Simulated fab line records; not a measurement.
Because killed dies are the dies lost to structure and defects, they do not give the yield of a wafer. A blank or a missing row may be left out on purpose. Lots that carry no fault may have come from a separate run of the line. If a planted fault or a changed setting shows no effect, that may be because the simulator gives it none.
fab line records | flow n5-finfet
record lots=6 | wafers=18 | last-day=17
route steps=1938 shown ILD0@341 SDB@347
lots that met no fault: taken from a fault-free run of the same line
start-h: hours from the record's opening day to when the first of the lot's shown wafers began | wait-h: time in hours since the lot's previous step | " as in the row above | L1.1+2: several wafers, shown together as one row | - no value, or no start given | * or withheld: withheld | < > ~ a bound
route shown NAME@n: a module of which the file shows steps, and the number in the route of the first | usual: average and standard deviation across the fault-free wafers | same: alike in all rows | chamber/n: place in a boat | sites: the reading at each site | _std_site: standard deviation across them | _edge_site: the outer-site mean with the inner-site mean subtracted | radius-mm: how far each site lies from the wafer's centre | mask NAME#n: copy n | behind: the most recent tool/chamber to have shaped the wafer | hold: why the lot went on hold/how many hours it stayed there/how the hold came to an end | device: the n, p or np transistor that did not switch | end of line: the same wafers' tests at the end of the route | where a step has no rows: the recipe by itself | killed: not the wafer's yield, but the dies lost to structure and defects at the first sort | map: shows each die of a wafer: x if killed, . if not, _ if none is there
set.NAME: setting as actually run; set.NAME@STEP: the setting as run at that earlier step | model.NAME: the simulator's own value behind a step, which no gauge read
certain route steps with their lots: each step a table, each wafer a row
services: a tool's chamber out of use, with start hour (start-h, from the record's first day; less than 0 if before it), hours out, and reason
## steps
# step N5_ILD0_THK_MEAS_08
# usual thk-nm=139.0/1.4
lot.wafer | tool          | chamber | start-h | wait-h | thk-nm
L417.2    | film-metro-01 | -       | 65.66   | -      | 139.4
L417.4    | "             | -       | "       | "      | 139.9
L417.6    | "             | -       | "       | "      | 138.2
L429.1    | film-metro-02 | -       | 142.37  | -      | 140.5
L429.3    | "             | -       | "       | "      | 137.2
L429.6    | "             | -       | "       | "      | 140.9
L435.1    | film-metro-02 | -       | 170.43  | -      | 138.2
L435.3    | "             | -       | "       | "      | 139.5
L435.6    | "             | -       | "       | "      | 140.0
L436.1    | film-metro-02 | -       | 176.40  | -      | 139.7
L436.4    | "             | -       | "       | "      | 138.0
L436.5    | "             | -       | "       | "      | 138.8
L438.1    | film-metro-01 | -       | 190.52  | -      | 139.9
L438.3    | "             | -       | "       | "      | 140.0
L438.6    | "             | -       | "       | "      | 139.4
L439.2    | film-metro-02 | -       | 194.09  | -      | 139.2
L439.3    | "             | -       | "       | "      | 140.3
L439.5    | "             | -       | "       | "      | 139.8
# step N5_ILD0_PRECLEAN_10
# recipe chemistry=NF3:NH3 | afs-cycles=5 | time-s=20 | temp-c=30 | sublimation-temp-c=180 | sublimation-time-s=60 | pressure-torr=3 | rf-power-w=30
# step N5_ILD0_ALD_15
# recipe material=SiNx | target-thk-a=240 | temp-c=400 | ald-precursor-family=SiH2I2 | ald-co-reactant=N2/H2-plasma | pulse-time-s=1 | ald-cycles=480 | purge-time-s=2 | co-reactant-purge-time-s=2 | pressure-torr=2
# usual heater-power-w=835/98 | precursor-pulse-height-rel=0.999/0.02
lot.wafer | tool       | chamber | start-h | wait-h | heater-power-w | precursor-pulse-height-rel
L417.2    | ald-sin-02 | 3       | 66.37   | 0.5    | 880            | 0.955
L417.4    | "          | 2       | "       | "      | 870            | 0.980
L417.6    | "          | 3       | 67.46   | 1.1    | 866            | 1.004
L429.1    | ald-sin-02 | 0       | 143.09  | 0.6    | 812            | 0.965
L429.3    | "          | 1       | "       | "      | 841            | 0.994
L429.6    | "          | 3       | 144.18  | 1.1    | 875            | 0.959
L435.1    | ald-sin-04 | 3       | 171.15  | 0.6    | 817            | 1.023
L435.3    | "          | 1       | "       | "      | 782            | 0.956
L435.6    | "          | 0       | 172.23  | 1.1    | 768            | 1.010
L436.1    | ald-sin-04 | 0       | 177.35  | 0.8    | 779            | 1.017
L436.4    | "          | 3       | 178.44  | 1.6    | 784            | 0.989
L436.5    | "          | 1       | "       | "      | 779            | 0.995
L438.1    | ald-sin-01 | 3       | 191.25  | 0.6    | 831            | 0.991
L438.3    | "          | 0       | "       | "      | 650            | 0.972
L438.6    | "          | 0       | 192.33  | 1.1    | 625            | 1.005
L439.2    | ald-sin-04 | 2       | 194.81  | 0.5    | 998            | 0.969
L439.3    | "          | 3       | "       | "      | 826            | 1.013
L439.5    | "          | 3       | 195.90  | 1.2    | 791            | 1.001
# step N5_ILD0_CMP_12
# recipe stop-on=poly-Si | material=SiNx | t-overpolish-s=6 | post-cmp-clean=alkaline-brush | down-force-psi=2.5 | platen-rpm=51.8 | pad-velocity-m-s=1.0307 | target-thk-nm=17.67
# usual motor-current-A=9.2/1 | overpolish-run-s=6.000/0.0094 | pad-life-wafers=899/530 | time-to-endpoint-s=30/3.6
# same t-overpolish-s=6
lot.wafer | tool   | chamber | start-h | wait-h | motor-current-A | overpolish-run-s | pad-life-wafers | time-to-endpoint-s
L417.4    | cmp-04 | 3       | 68.65   | 1.2    | 11.4            | 5.989            | 158             | 25
L417.2    | "      | 0       | "       | "      | 9.0             | 6.013            | 159             | 33
L417.6    | "      | 1       | "       | "      | 9.4             | 6.002            | -               | 31
L429.1    | cmp-04 | 1       | 145.37  | 1.2    | 8.7             | 5.990            | 866             | 31
L429.3    | "      | 2       | "       | "      | 7.8             | 6.004            | 867             | 34
L429.6    | "      | 3       | "       | "      | 11.0            | 5.994            | -               | 24
L435.3    | cmp-02 | 0       | 173.35  | 1.1    | 9.5             | 5.977            | 1518            | 35
L435.1    | "      | 2       | "       | "      | 8.9             | 5.996            | 1520            | 27
L435.6    | "      | 0       | "       | "      | 9.5             | 5.994            | -               | 34
L436.4    | cmp-02 | 3       | 179.55  | 0.0    | 8.6             | 5.999            | 1572            | 32
L436.1    | "      | 2       | "       | "      | 8.4             | 5.983            | 1575            | 27
L436.5    | "      | 3       | "       | "      | 9.1             | 6.008            | -               | 31
L438.1    | cmp-04 | 0       | 193.45  | 1.1    | 8.2             | 5.989            | 1284            | 33
L438.3    | "      | 2       | "       | "      | 8.0             | 6.009            | 1286            | 33
L438.6    | "      | 0       | "       | "      | 8.8             | 6.000            | -               | 33
L439.3    | cmp-03 | 2       | 197.01  | 1.1    | 9.3             | 5.998            | 648             | 25
L439.2    | "      | 3       | "       | "      | 7.8             | 6.002            | 649             | 28
L439.5    | "      | 3       | "       | "      | 8.2             | 5.998            | -               | 30
# step N5_ILD0_THK_MEAS_13
# usual thk-nm=17.9/1.3
lot.wafer | tool          | chamber | start-h | wait-h | thk-nm
L417.2    | film-metro-01 | -       | 68.87   | -      | 20.0
L417.4    | "             | -       | "       | "      | 16.7
L417.6    | "             | -       | "       | "      | 18.9
L429.1    | film-metro-02 | -       | 145.59  | -      | 18.1
L429.3    | "             | -       | "       | "      | 19.1
L429.6    | "             | -       | "       | "      | 17.3
L435.1    | film-metro-02 | -       | 173.64  | -      | 17.0
L435.3    | "             | -       | "       | "      | 18.6
L435.6    | "             | -       | "       | "      | 18.6
L436.1    | film-metro-01 | -       | 179.85  | -      | 17.0
L436.4    | "             | -       | "       | "      | 18.1
L436.5    | "             | -       | "       | "      | 19.3
L438.1    | film-metro-02 | -       | 193.74  | -      | 18.2
L438.3    | "             | -       | "       | "      | 19.0
L438.6    | "             | -       | "       | "      | 17.9
L439.2    | film-metro-01 | -       | 197.31  | -      | 19.0
L439.3    | "             | -       | "       | "      | 17.2
L439.5    | "             | -       | "       | "      | 18.5
# step N5_ILD0_INSPECT_06
# recipe inspect-instrument=darkfield | mode=post-cmp
# usual raw-defect-count=37/14
lot.wafer | tool              | chamber | start-h | wait-h | raw-defect-count
L417.2    | defect-inspect-02 | -       | 68.89   | 0.0    | 18
L417.4    | "                 | -       | "       | "      | 37
L417.6    | "                 | -       | "       | "      | 18
L429.1    | defect-inspect-01 | -       | 145.61  | 0.0    | 22
L429.3    | "                 | -       | "       | "      | 25
L429.6    | "                 | -       | "       | "      | 11
L435.1    | defect-inspect-02 | -       | 173.67  | 0.0    | 33
L435.3    | "                 | -       | "       | "      | 40
L435.6    | "                 | -       | "       | "      | 28
L436.1    | defect-inspect-01 | -       | 179.87  | 0.0    | 35
L436.4    | "                 | -       | "       | "      | 34
L436.5    | "                 | -       | "       | "      | 20
L438.1    | defect-inspect-01 | -       | 193.77  | 0.0    | 40
L438.3    | "                 | -       | "       | "      | 80
L438.6    | "                 | -       | "       | "      | 56
L439.2    | defect-inspect-02 | -       | 197.34  | 0.0    | 31
L439.3    | "                 | -       | "       | "      | 69
L439.5    | "                 | -       | "       | "      | 40
# step N5_SDB_HM_DEP_00
# recipe material=SiNx | target-thk-a=400 | temp-c=400 | precursor=SiH4/NH3/N2 | pressure-torr=1.5 | rf-w=300 | time-s=35.3
# usual heater-power-w=784/110 | showerhead-plenum-p-Torr=5.15/0.072 | throttle-valve-pct=40.1/1.6
lot.wafer | tool     | chamber | start-h | wait-h | heater-power-w | showerhead-plenum-p-Torr | throttle-valve-pct
L417.2    | pecvd-04 | 0       | 68.93   | 0.0    | 1052           | 5.11                     | 39.5
L417.4    | "        | 0       | "       | "      | 1061           | 5.09                     | 39.3
L417.6    | "        | 2       | "       | "      | 766            | 5.09                     | 42.3
L429.1    | pecvd-01 | 0       | 145.65  | 0.0    | 816            | 5.16                     | 39.5
L429.3    | "        | 2       | "       | "      | 751            | 5.21                     | 37.6
L429.6    | "        | 2       | "       | "      | 755            | 5.23                     | 37.8
L435.1    | pecvd-04 | 1       | 173.70  | 0.0    | 664            | 4.96                     | 41.8
L435.3    | "        | 2       | "       | "      | 816            | 5.10                     | 43.0
L435.6    | "        | 0       | "       | "      | 1077           | 5.09                     | 39.8
L436.1    | pecvd-01 | 2       | 179.91  | 0.0    | 766            | 5.23                     | 37.9
L436.4    | "        | 2       | "       | "      | 739            | 5.23                     | 38.0
L436.5    | "        | 0       | "       | "      | 798            | 5.16                     | 39.3
L438.1    | pecvd-04 | 0       | 193.81  | 0.0    | 1109           | 5.09                     | 39.4
L438.3    | "        | 1       | "       | "      | 633            | 4.98                     | 41.7
L438.6    | "        | 1       | "       | "      | 629            | 4.96                     | 41.5
L439.2    | pecvd-03 | 2       | 197.37  | 0.0    | 801            | 5.18                     | 38.3
L439.3    | "        | 0       | "       | "      | 669            | 5.22                     | 41.2
L439.5    | "        | 1       | "       | "      | 801            | 5.17                     | 41.4
# step N5_SDB_COAT_03
# recipe resist=SOC | temp-c=250 | time-s=60 | spin-rpm=1500 | resist-thk-nm=100
# step N5_SDB_COAT_04
# recipe resist=SiARC | temp-c=220 | time-s=60 | spin-rpm=1500 | resist-thk-nm=18
# step N5_SDB_COAT_05
# recipe resist=CAR-ArF | spin-rpm=1500 | resist-thk-nm=90
# step N5_SDB_EBR_07
# recipe solvent=PGMEA | ebr-width-mm=1.5
# step N5_SDB_SOFTBAKE_06
# recipe temp-c=110 | time-s=60 | resist=CAR-ArF
# step N5_SDB_EXPOSE_08
# recipe mask-id=SDB | na=1.35 | source-shape=conventional | sigma-outer=0.5 | polarization=unpolarized | dose-mj=49.6
# usual stage-vel-mm-s=500.04/0.24
lot.wafer | tool            | chamber | start-h | wait-h | mask  | stage-vel-mm-s | model.SDB.overlay-x-nm
L417.2    | arfi-scanner-02 | 0       | 69.26   | -      | SDB#0 | 500.32         | -0.2
L417.4    | "               | 0       | "       | "      | SDB#0 | 500.50         | -0.2
L417.6    | "               | 0       | "       | "      | SDB#0 | 500.12         | -0.2
L429.1    | arfi-scanner-01 | 0       | 146.00  | -      | SDB#0 | 500.18         | 0.8
L429.3    | "               | 0       | "       | "      | SDB#0 | 500.23         | 0.8
L429.6    | "               | 0       | "       | "      | SDB#0 | 500.26         | 0.8
L435.1    | arfi-scanner-01 | 0       | 174.03  | -      | SDB#0 | 500.01         | 6.6
L435.3    | "               | 0       | "       | "      | SDB#0 | 500.10         | 6.6
L435.6    | "               | 0       | "       | "      | SDB#0 | 499.87         | 6.6
L436.1    | arfi-scanner-01 | 0       | 180.11  | -      | SDB#0 | 500.22         | 5.8
L436.4    | "               | 0       | "       | "      | SDB#0 | 500.12         | 5.8
L436.5    | "               | 0       | "       | "      | SDB#0 | 500.21         | 5.8
L438.1    | arfi-scanner-03 | 0       | 194.01  | -      | SDB#0 | 500.28         | -0.2
L438.3    | "               | 0       | "       | "      | SDB#0 | 500.01         | -0.2
L438.6    | "               | 0       | "       | "      | SDB#0 | 500.08         | -0.2
L439.2    | arfi-scanner-02 | 0       | 197.70  | -      | SDB#0 | 499.91         | -0.6
L439.3    | "               | 0       | "       | "      | SDB#0 | 499.82         | -0.6
L439.5    | "               | 0       | "       | "      | SDB#0 | 500.20         | -0.6
# step N5_SDB_PEB_09
# recipe peb-temp-c=withheld | peb-time-s=60 | resist=CAR-ArF
# step N5_SDB_DEVELOP_10
# recipe develop-time-s=30 | developer=TMAH | resist=CAR-ArF | rinse-liquid=diw | dry=air-spin | dev-temp-c=23
# step N5_SDB_CD_MEAS_11
# recipe target-cd-nm=50 | landing-energy-ev=500 | detector=se-inlens | polarity=opening
# usual cd-nm=49.3/1.8
lot.wafer | tool      | chamber | start-h | wait-h | cd-nm
L417.2    | cd-sem-03 | 0       | 69.38   | -      | 51.2
L417.4    | "         | 0       | "       | "      | 51.1
L417.6    | "         | 0       | "       | "      | 49.6
L429.1    | cd-sem-02 | 0       | 146.13  | -      | 48.5
L429.3    | "         | 0       | "       | "      | 46.4
L429.6    | "         | 0       | "       | "      | 47.3
L435.1    | cd-sem-02 | 0       | 174.15  | -      | 47.9
L435.3    | "         | 0       | "       | "      | 50.7
L435.6    | "         | 0       | "       | "      | 49.5
L436.1    | cd-sem-03 | 0       | 180.24  | -      | 47.4
L436.4    | "         | 0       | "       | "      | 47.7
L436.5    | "         | 0       | "       | "      | 47.4
L438.1    | cd-sem-03 | 0       | 194.13  | -      | 50.2
L438.3    | "         | 0       | "       | "      | 50.3
L438.6    | "         | 0       | "       | "      | 48.5
L439.2    | cd-sem-02 | 0       | 197.82  | -      | 47.9
L439.3    | "         | 0       | "       | "      | 48.2
L439.5    | "         | 0       | "       | "      | 47.4
# step N5_SDB_OVL_MEAS_12
# recipe points-per-wafer=44
# usual SDB_OVL=0.4/0.82
lot.wafer | tool       | chamber | start-h | wait-h | SDB_OVL[nm]
L417.2    | overlay-02 | 0       | 69.41   | 0.0    | 1.0
L417.4    | "          | 0       | "       | "      | -0.3
L417.6    | "          | 0       | "       | "      | 1.6
L429.1    | overlay-02 | 0       | 146.16  | 0.0    | 1.7
L429.3    | "          | 0       | "       | "      | 1.1
L429.6    | "          | 0       | "       | "      | 1.9
L435.1    | overlay-01 | 0       | 174.18  | 0.0    | 5.9
L435.3    | "          | 0       | "       | "      | 6.3
L435.6    | "          | 0       | "       | "      | 6.5
L436.1    | overlay-01 | 0       | 180.27  | 0.0    | 7.3
L436.4    | "          | 0       | "       | "      | 5.8
L436.5    | "          | 0       | "       | "      | 4.9
L438.1    | overlay-02 | 0       | 194.16  | 0.0    | 0.3
L438.3    | "          | 0       | "       | "      | -0.4
L438.6    | "          | 0       | "       | "      | -0.4
L439.2    | overlay-01 | 0       | 197.85  | 0.0    | 0.2
L439.3    | "          | 0       | "       | "      | 0.7
L439.5    | "          | 0       | "       | "      | 0.4
# step N5_SDB_INSPECT_13
# recipe mode=adi | inspect-instrument=brightfield
# usual raw-defect-count=73/29
lot.wafer | tool              | chamber | start-h | wait-h | raw-defect-count
L417.2    | defect-inspect-01 | -       | 69.44   | 0.0    | 50
L417.4    | "                 | -       | "       | "      | 42
L417.6    | "                 | -       | "       | "      | 73
L429.1    | defect-inspect-02 | -       | 146.18  | 0.0    | 115
L429.3    | "                 | -       | "       | "      | 175
L429.6    | "                 | -       | "       | "      | 85
L435.1    | defect-inspect-01 | -       | 174.21  | 0.0    | 48
L435.3    | "                 | -       | "       | "      | 72
L435.6    | "                 | -       | "       | "      | 47
L436.1    | defect-inspect-01 | -       | 180.29  | 0.0    | 114
L436.4    | "                 | -       | "       | "      | 100
L436.5    | "                 | -       | "       | "      | 56
L438.1    | defect-inspect-01 | -       | 194.18  | 0.0    | 72
L438.3    | "                 | -       | "       | "      | 68
L438.6    | "                 | -       | "       | "      | 90
L439.2    | defect-inspect-02 | -       | 197.88  | 0.0    | 75
L439.3    | "                 | -       | "       | "      | 54
L439.5    | "                 | -       | "       | "      | 174
## services
tool            | chamber | start-h | hours | kind
arfi-scanner-03 | -       | 45.56   | 0.8   | pm
cmp-04          | -       | 46.58   | 4.0   | pm
ald-sin-01      | 0       | 48.83   | 4.5   | repair
ald-sin-02      | 1       | 57.24   | 1.4   | repair
cmp-02          | -       | 58.27   | 1.1   | repair
arfi-scanner-01 | -       | 66.13   | 1.3   | pm
arfi-scanner-01 | -       | 67.44   | 0.8   | repair
cmp-02          | -       | 73.44   | 1.1   | repair
cmp-02          | -       | 78.33   | 5.5   | pm
ald-sin-02      | 3       | 78.35   | 9.7   | repair
arfi-scanner-02 | -       | 87.05   | 1.3   | pm
pecvd-04        | -       | 87.24   | 0.4   | repair
cmp-02          | -       | 92.31   | 1.2   | repair
ald-sin-04      | 0       | 94.13   | 16.4  | repair
arfi-scanner-02 | -       | 99.12   | 3.1   | pm
pecvd-01        | 1       | 99.56   | 51.8  | repair
arfi-scanner-01 | -       | 129.51  | 1.0   | pm
cmp-02          | -       | 154.51  | 1.9   | repair
cmp-04          | -       | 172.72  | 1.8   | repair
arfi-scanner-01 | -       | 172.91  | 0.8   | pm
ald-sin-02      | -       | 176.82  | 14.0  | pm
arfi-scanner-02 | -       | 177.79  | 1.0   | pm
arfi-scanner-01 | -       | 191.63  | 1.3   | pm
ald-sin-02      | -       | 192.50  | 2.8   | pm
## key
first-sign step=N5_SDB_OVL_MEAS_12 | reading=SDB_OVL | direction=up | sigmas=6.9 | usual=0.4 | struck=6.1
effect none on later readings
model-effect step=N5_SDB_EXPOSE_08 | value=SDB.overlay-x-nm | without=0.4 | struck=6.2
met-at N5_SDB_EXPOSE_08
struck-wafers L435.1,L435.3,L435.6,L436.1,L436.4,L436.5
rows-end L435.1,L435.3,L435.6,L436.1,L436.4,L436.5
onset-between 146.00 174.03
also-fits N5_ILD0_CMP_12:cmp-02
fault kind=scanner-matching-overlay | tool=arfi-scanner-01 | chamber=- | onset-h=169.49 | steps=N5_SDB_EXPOSE_08 | offset=5.9396
# rows-end: these wafers met a further fault down the route, and their rows from its step on are left out
